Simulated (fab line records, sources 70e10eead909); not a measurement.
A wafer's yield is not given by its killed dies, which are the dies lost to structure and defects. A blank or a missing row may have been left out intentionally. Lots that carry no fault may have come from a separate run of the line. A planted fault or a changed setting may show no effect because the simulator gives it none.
fab line records	flow nand_harc
[record] lots = 7	wafers = 21	last_day = 32
route steps=1302 shown P_CONTACT@237
lots that met no fault: from a run of the same line without faults
start_h: hours from the record's opening day to when the first of the lot's shown wafers began	wait_h: hours elapsed since this lot's preceding step	" repeats the value in the row above	L1.1+2: several wafers, shown together as one row	- no value present, or no start provided	* or withheld: withheld	< > ~ a bound
route shown NAME@n: a module of which the file shows steps, and the number in the route of the first	usual: mean/standard deviation taken from wafers without a fault	same: alike in all rows	chamber/n: place in a boat	sites: each site's reading	_std_site: standard deviation of those values	_edge_site: the outer-site mean with the inner-site mean subtracted	radius_mm: how far each site lies from the wafer's centre	mask NAME#n: copy n	behind: the most recent tool/chamber to have shaped the wafer	hold: reason for holding the lot/hours on hold/outcome of the hold	device: whichever transistor did not switch (one of n, p or np)	end of line: tests of these same wafers at the route's end	for a step that has no rows: nothing shown but its recipe	killed: not the wafer's yield, but the dies lost to structure and defects at the first sort	map: a wafer's dies, marking killed ones x, the rest . and places with no die _
set.NAME: the setting as run; set.NAME@STEP: as run at that earlier step	model.NAME: the simulator's own value behind a step, which no gauge read
lots at selected steps of the route; one table per step, one row per wafer
services: when a tool's chamber went out of use (start_h, in hours from the record's first day, below 0 if earlier), for how many hours, and the reason
[[steps]]
[step NHARC_P_CONTACT_ETCH_36]
[recipe] target_depth_a = 2600	over_etch_frac = 0.25	time_s = 406.25	ion_energy_ev = 200	n2_flow_sccm = 150	h2_flow_sccm = 150	ar_flow_sccm = 0	rf_w = 400	bias_w = 150	chemistry = N2/H2
[step NHARC_P_CONTACT_ETCH_18]
[recipe] target_depth_a = 4810	time_s = 240.5	c4f8_flow_sccm = 20	o2_flow_sccm = 10	ar_flow_sccm = withheld	rf_w = 600	bias_w = 1500	chemistry = C4F8/O2/Ar
[step NHARC_P_CONTACT_STRIP_37]
[recipe] c4f8_flow_sccm = withheld	o2_flow_sccm = 8	ar_flow_sccm = withheld	bias_w = 0	chemistry = C4F8/O2/Ar
[step NHARC_P_CONTACT_ETCH_31]
[recipe] target_depth_a = 300	time_s = 85.7	ion_energy_ev = 120	over_etch_frac = 1	ch3f_flow_sccm = 50	o2_flow_sccm = 30	ar_flow_sccm = 200	rf_w = 500	bias_w = 100	chemistry = CH3F/O2
[usual] drypump_motor_current_A = 5.91/0.27	oes_product_au = 0.975/0.016	rf_vpp_V = 244.7/1.2	showerhead_plenum_p_Torr = 2.49/0.061	throttle_valve_pct = 20.662/0.0085
lot.wafer	tool	chamber	start_h	wait_h	drypump_motor_current_A	oes_product_au	rf_hours_counter_h	rf_vpp_V	showerhead_plenum_p_Torr	throttle_valve_pct
L791.2	rie_diel-04	3	-	-	5.70	0.982	1.4	244.6	2.48	20.663
L791.6	"	3	"	"	5.71	0.988	-	245.8	2.48	20.675
L791.5	"	0	"	"	6.12	0.995	-	244.2	2.46	20.649
L797.1	rie_diel-05	0	-	-	6.28	0.962	8.6	245.3	2.39	20.646
L797.3	"	2	"	"	6.31	0.937	8.9	243.6	2.40	20.655
L797.5	"	3	"	"	5.54	0.955	-	244.9	2.52	20.660
L798.1	rie_diel-01	2	-	-	6.10	0.972	0.4	246.1	2.51	20.669
L798.2	"	3	"	"	5.45	0.981	0.3	244.8	2.50	20.658
L798.6	"	0	"	"	6.04	0.979	-	245.5	2.58	20.666
L799.1	rie_diel-04	2	-	-	5.99	0.985	1.6	246.4	2.55	20.665
L799.3	"	3	"	"	5.75	1.004	1.4	244.7	2.48	20.655
L799.5	"	0	"	"	6.09	0.973	-	243.9	2.46	20.648
L802.4	rie_diel-01	0	-	-	6.03	0.928	1.8	247.0	2.58	20.665
L802.3	"	1	"	"	5.57	0.916	2.0	245.4	2.52	20.654
L802.2	"	3	"	"	5.46	0.945	1.6	245.2	2.50	20.662
L804.1	rie_diel-01	2	-	-	6.09	0.986	3.1	245.5	2.51	20.667
L804.6	"	0	"	"	6.02	0.965	-	245.2	2.58	20.664
L804.5	"	1	"	"	5.57	0.963	-	245.6	2.52	20.652
L809.2	rie_diel-01	0	-	-	6.00	0.994	3.5	246.3	2.58	20.663
L809.1	"	3	"	"	5.43	0.988	4.3	245.1	2.50	20.668
L809.5	"	0	"	"	6.02	1.002	-	247.2	2.58	20.682
[step NHARC_P_CONTACT_CD_MEAS_19]
[usual] cd_nm = 90.6/1.6
lot.wafer	tool	chamber	start_h	wait_h	cd_nm
L791.2	cd_sem-01	-	144.51	-	92.0
L791.5	"	-	"	"	91.0
L791.6	"	-	"	"	93.4
L797.1	cd_sem-02	-	210.74	-	90.5
L797.3	"	-	"	"	92.0
L797.5	"	-	"	"	90.4
L798.1	cd_sem-01	-	215.06	-	90.2
L798.2	"	-	"	"	87.9
L798.6	"	-	"	"	89.8
L799.1	cd_sem-02	-	226.41	-	90.0
L799.3	"	-	"	"	92.8
L799.5	"	-	"	"	87.9
L802.2	cd_sem-02	-	262.02	-	88.4
L802.3	"	-	"	"	90.2
L802.4	"	-	"	"	89.5
L804.1	cd_sem-02	-	281.00	-	90.9
L804.5	"	-	"	"	90.5
L804.6	"	-	"	"	92.1
L809.1	cd_sem-02	-	325.48	-	92.9
L809.2	"	-	"	"	90.8
L809.5	"	-	"	"	94.0
[step NHARC_P_CONTACT_STRIP_28]
[recipe] o2_flow_sccm = 500	ar_flow_sccm = 0	bias_w = 0	chemistry = O2
[usual] drypump_motor_current_A = 5.90/0.27	oes_product_au = 1.000/0.01	rf_vpp_V = 57.8/0.8	showerhead_plenum_p_Torr = 3.57/0.082	throttle_valve_pct = 17.035/0.0087
lot.wafer	tool	chamber	start_h	wait_h	drypump_motor_current_A	oes_product_au	rf_hours_counter_h	rf_vpp_V	showerhead_plenum_p_Torr	throttle_valve_pct
L791.2	rie_diel-01	1	144.63	0.1	5.60	1.007	3.8	58.8	3.62	17.051
L791.5	"	2	"	"	6.07	0.986	-	57.6	3.60	17.018
L791.6	"	3	"	"	5.46	0.979	-	57.4	3.59	17.044
L797.3	rie_diel-05	1	210.84	0.1	5.98	1.001	9.2	59.2	3.61	17.043
L797.1	"	2	"	"	6.30	1.002	8.9	57.2	3.45	17.034
L797.5	"	3	"	"	5.55	0.998	-	58.4	3.62	17.048
L798.2	rie_diel-05	3	215.17	0.1	5.59	1.003	8.5	57.8	3.62	17.039
L798.1	"	0	"	"	6.29	0.986	8.8	58.1	3.44	17.038
L798.6	"	1	"	"	5.95	0.995	-	59.2	3.61	17.034
L799.3	rie_diel-01	3	226.48	0.1	5.46	1.007	0.6	57.8	3.59	17.044
L799.1	"	2	"	"	6.09	0.981	0.7	58.7	3.60	17.039
L799.5	"	0	"	"	6.02	0.994	-	58.0	3.70	17.031
L802.2	rie_diel-05	2	262.10	0.1	6.30	1.001	0.8	58.3	3.45	17.027
L802.3	"	0	"	"	6.29	1.004	0.9	57.8	3.44	17.038
L802.4	"	1	"	"	5.96	0.997	0.7	58.1	3.61	17.033
L804.1	rie_diel-05	2	281.08	0.1	6.32	1.007	1.0	56.3	3.45	17.026
L804.6	"	2	"	"	6.31	1.002	-	57.1	3.45	17.023
L804.5	"	3	"	"	5.57	1.002	-	57.4	3.62	17.039
L809.1	rie_diel-04	2	325.57	0.1	5.99	1.010	4.2	59.1	3.66	17.039
L809.2	"	3	"	"	5.71	1.008	3.8	57.7	3.56	17.022
L809.5	"	2	"	"	6.01	1.004	-	58.0	3.66	17.030
[step NHARC_P_CONTACT_STRIP_29]
[recipe] time_s = 1200	temp_c = 72.5	chemistry = post_etch_residue_remover
[step NHARC_P_CONTACT_DEGAS_38]
[recipe] temp_c = 300	time_s = 60
[usual] heater_power_w = 466/29	susceptor_temp_C = 300.02/0.19
lot.wafer	tool	chamber	start_h	wait_h	heater_power_w	susceptor_temp_C
L791.2	pvd_sputter-03	-	145.23	-	429	300.10
L791.5	"	-	"	"	513	299.82
L791.6	"	-	"	"	450	300.00
L797.3	pvd_sputter-01	-	211.46	-	460	300.27
L797.1	"	-	"	"	484	300.29
L797.5	"	-	"	"	469	300.14
L798.1	pvd_sputter-03	-	215.78	-	469	299.75
L798.2	"	-	"	"	476	299.77
L798.6	"	-	"	"	450	299.98
L799.3	pvd_sputter-03	-	227.12	-	530	299.96
L799.1	"	-	"	"	459	299.93
L799.5	"	-	"	"	464	300.17
L802.4	pvd_sputter-01	-	262.73	-	458	299.85
L802.3	"	-	"	"	453	300.17
L802.2	"	-	"	"	499	300.15
L804.1	pvd_sputter-01	-	281.74	-	432	300.05
L804.6	"	-	"	"	505	299.95
L804.5	"	-	"	"	465	300.04
L809.2	pvd_sputter-01	-	326.19	-	455	-
L809.1	"	-	"	"	465	-
L809.5	"	-	"	"	455	-
[step NHARC_P_CONTACT_PRE_CLEAN_39]
[recipe] time_s = 19.5	bias_v = 250	gas = Ar
[step NHARC_P_CONTACT_PVD_32]
[recipe] target_thk_a = 50	chamber_pressure_pa = 5	power_w = 5000	substrate_temp_c = 200	time_s = 17.7	material = Ti
[step NHARC_P_CONTACT_ALD_22]
[recipe] target_thk_a = 30	pulse_time_s = 1	ald_cycles = 150	temp_c = 450	material = TiN
[usual] heater_power_w = 1054/64	precursor_pulse_height_rel = 0.998/0.021	susceptor_temp_C = 450.02/0.25
lot.wafer	tool	chamber	start_h	wait_h	heater_power_w	precursor_pulse_height_rel	susceptor_temp_C
L791.2	ald_metal-01	0	145.50	-	1129	0.997	-
L791.6	"	2	"	"	1026	1.006	-
L791.5	"	3	"	"	1147	1.006	-
L797.1	ald_metal-01	3	211.74	-	1163	0.984	450.31
L797.3	"	0	"	"	1078	0.962	449.85
L797.5	"	2	"	"	1062	0.993	450.15
L798.2	ald_metal-01	0	216.05	-	1064	1.016	450.04
L798.1	"	1	"	"	1026	0.974	449.70
L798.6	"	3	"	"	1143	0.974	450.35
L799.3	ald_metal-01	1	227.36	-	1020	0.986	449.93
L799.1	"	2	"	"	1028	1.008	449.98
L799.5	"	1	"	"	1023	1.018	449.88
L802.3	ald_metal-01	1	262.97	-	1013	1.007	450.06
L802.2	"	3	"	"	1164	1.002	450.06
L802.4	"	0	"	"	1100	0.998	450.17
L804.1	ald_metal-04	1	281.97	-	1044	1.045	450.30
L804.6	"	0	"	"	1039	1.013	449.89
L804.5	"	1	"	"	1059	1.001	449.99
L809.1	ald_metal-01	2	326.43	-	1037	0.999	449.79
L809.2	"	0	"	"	1078	1.053	450.17
L809.5	"	2	"	"	1042	0.999	449.77
[step NHARC_P_CONTACT_CVD_23]
[recipe] target_thk_a = 2000	temp_c = 300	pressure_torr = 40	wf6_flow_sccm = 40	h2_flow_sccm = 1600	ar_flow_sccm = 1560	time_s = 557	material = W
[usual] heater_power_w = 494/25	susceptor_temp_C = 300.09/0.19	throttle_valve_pct = 8.2/0.37
lot.wafer	tool	chamber	start_h	wait_h	heater_power_w	susceptor_temp_C	throttle_valve_pct
L791.2	cvd_w-01	0	-	-	525	299.98	8.2
L791.6	"	0	"	"	516	300.10	8.2
L791.5	"	1	"	"	481	300.44	8.5
L797.1	cvd_w-02	0	-	-	509	300.30	8.4
L797.3	"	1	"	"	460	300.16	7.8
L797.5	"	1	"	"	458	300.05	7.8
L798.1	cvd_w-02	1	-	-	455	-	8.2
L798.2	"	0	"	"	502	-	8.9
L798.6	"	1	"	"	460	-	7.8
L799.1	cvd_w-02	1	-	-	460	300.20	8.0
L799.3	"	1	"	"	452	300.18	7.8
L799.5	"	1	"	"	447	300.50	7.9
L802.2	cvd_w-02	1	-	-	444	299.93	8.0
L802.3	"	1	"	"	456	300.16	8.0
L802.4	"	0	"	"	499	300.26	8.6
L804.1	cvd_w-01	0	-	-	520	-	7.8
L804.5	"	0	"	"	520	-	7.9
L804.6	"	1	"	"	485	-	8.1
L809.2	cvd_w-02	0	-	-	526	300.00	8.7
L809.1	"	1	"	"	451	299.76	8.2
L809.5	"	1	"	"	468	300.05	8.2
[step NHARC_P_CONTACT_CMP_24]
[recipe] t_overpolish_s = 30	target_thk_nm = 200
[usual] edge_zone_pressure_frac = 1.001/0.0046	motor_current_A = 12.2/1.1	overpolish_run_s = 30.000/0.0092	retaining_ring_pressure_frac = 1.000/0.005	time_to_endpoint_s = 39.5/2.3
lot.wafer	tool	chamber	start_h	wait_h	edge_zone_pressure_frac	motor_current_A	overpolish_run_s	retaining_ring_pressure_frac	time_to_endpoint_s
L791.2	cmp-01	2	146.36	0.6	1.001	11.3	30.002	0.995	38.5
L791.5	"	0	"	"	0.999	13.1	29.997	0.991	36.8
L791.6	"	1	"	"	0.999	11.5	29.998	0.999	35.4
L797.1	cmp-03	3	212.56	0.5	-	-	-	-	-
L797.3	"	0	"	"	-	-	-	-	-
L797.5	"	0	"	"	-	-	-	-	-
L798.1	cmp-01	3	216.88	0.6	-	-	-	-	-
L798.2	"	1	"	"	-	-	-	-	-
L798.6	"	3	"	"	-	-	-	-	-
L799.1	cmp-02	1	228.21	0.5	-	-	-	-	-
L799.3	"	3	"	"	-	-	-	-	-
L799.5	"	1	"	"	-	-	-	-	-
L802.3	cmp-01	0	263.82	0.4	1.001	13.7	30.008	1.002	39.6
L802.2	"	1	"	"	0.999	10.9	29.992	0.996	41.7
L802.4	"	2	"	"	1.013	11.3	29.985	1.001	40.2
L804.1	cmp-03	1	282.86	0.6	1.006	13.2	30.011	1.004	42.0
L804.6	"	3	"	"	1.003	10.9	29.998	1.002	40.0
L804.5	"	0	"	"	0.999	13.8	30.003	1.005	39.1
L809.1	cmp-02	0	327.28	0.5	0.999	12.8	30.012	1.011	37.8
L809.2	"	2	"	"	1.003	12.1	30.003	0.998	35.0
L809.5	"	1	"	"	0.992	12.0	30.003	0.996	34.5
[step NHARC_P_CONTACT_SRD_26]
[step NHARC_P_CONTACT_INSPECT_27]
[usual] raw_defect_count = 295/100
lot.wafer	tool	chamber	start_h	wait_h	raw_defect_count
L791.2	defect_inspect-02	-	146.71	0.1	195
L791.5	"	-	"	"	419
L791.6	"	-	"	"	207
L797.1	defect_inspect-02	-	212.96	0.1	2270
L797.3	"	-	"	"	2396
L797.5	"	-	"	"	2466
L798.1	defect_inspect-01	-	217.26	0.1	2352
L798.2	"	-	"	"	2271
L798.6	"	-	"	"	2415
L799.1	defect_inspect-01	-	228.62	0.1	2364
L799.3	"	-	"	"	2331
L799.5	"	-	"	"	2394
L802.2	defect_inspect-02	-	264.22	0.1	339
L802.3	"	-	"	"	267
L802.4	"	-	"	"	311
L804.1	defect_inspect-02	-	283.21	0.1	231
L804.5	"	-	"	"	191
L804.6	"	-	"	"	175
L809.1	defect_inspect-02	-	327.68	0.1	281
L809.2	"	-	"	"	517
L809.5	"	-	"	"	406
[[services]]
tool	chamber	start_h	hours	kind
rie_diel-04	0	120.72	6.6	repair
rie_diel-05	-	125.62	0.8	repair
rie_diel-04	1	142.39	2.6	repair
rie_diel-04	2	142.53	5.8	repair
cmp-01	-	157.28	1.1	repair
ald_metal-01	-	170.00	10.0	pm
pvd_sputter-03	-	170.00	10.0	pm
rie_diel-04	-	177.90	9.0	pm
cmp-01	-	184.66	14.9	repair
rie_diel-01	-	203.80	9.0	pm
pvd_sputter-03	-	218.43	7.8	repair
pvd_sputter-01	-	226.36	10.0	pm
rie_diel-05	-	229.60	9.0	pm
rie_diel-01	3	238.94	12.9	repair
cmp-01	-	239.99	2.9	repair
rie_diel-01	1	245.74	6.8	repair
rie_diel-01	0	267.21	9.0	repair
cvd_w-02	-	269.18	13.0	pm
cmp-01	-	278.12	6.3	repair
pvd_sputter-03	-	288.41	0.7	repair
pvd_sputter-03	-	290.30	1.0	repair
cmp-01	-	297.52	4.0	pm
rie_diel-04	0	299.95	6.7	repair
rie_diel-01	0	325.72	5.3	repair
[[key]]
[first_sign] step = NHARC_P_CONTACT_CMP_24	reading = tool_record	direction = missing
[effect] step = NHARC_P_CONTACT_INSPECT_27	reading = raw_defect_count	direction = up	sigmas = 21	usual = 295	struck = 2362
met_at NHARC_P_CONTACT_CMP_24
struck_wafers L797.1,L797.3,L797.5,L798.1,L798.2,L798.6,L799.1,L799.3,L799.5
later_rows_left_out L797.1,L797.3,L797.5,L798.1,L798.2,L798.6,L799.1,L799.3,L799.5
sort_left_out L797.1,L797.3,L797.5,L798.1,L798.2,L798.6,L799.1,L799.3,L799.5
tester_left_out L797,L798,L799
onset_between 146.36 212.56
[fault] kind = skipped_step_whole	tool = cmp-01,cmp-02,cmp-03	chamber = -	onset_h = 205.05	steps = NHARC_P_CONTACT_CMP_24	scope = struck_lots_only
// tester_left_out: of these lots the tester's yield and bins aren't shown, on N5 and GAA mostly nor the transistor test; their killed dies are dies lost to structure and defects alone, not to doping, threshold or leakage, so they don't give the yield
// sort_left_out: the simulated sort isn't trusted on such a fault, so these wafers' sort isn't shown, and their yield isn't known
// later_rows_left_out: the simulator's readings of these wafers behind a module that went badly wrong aren't trusted and aren't shown, but for the sort
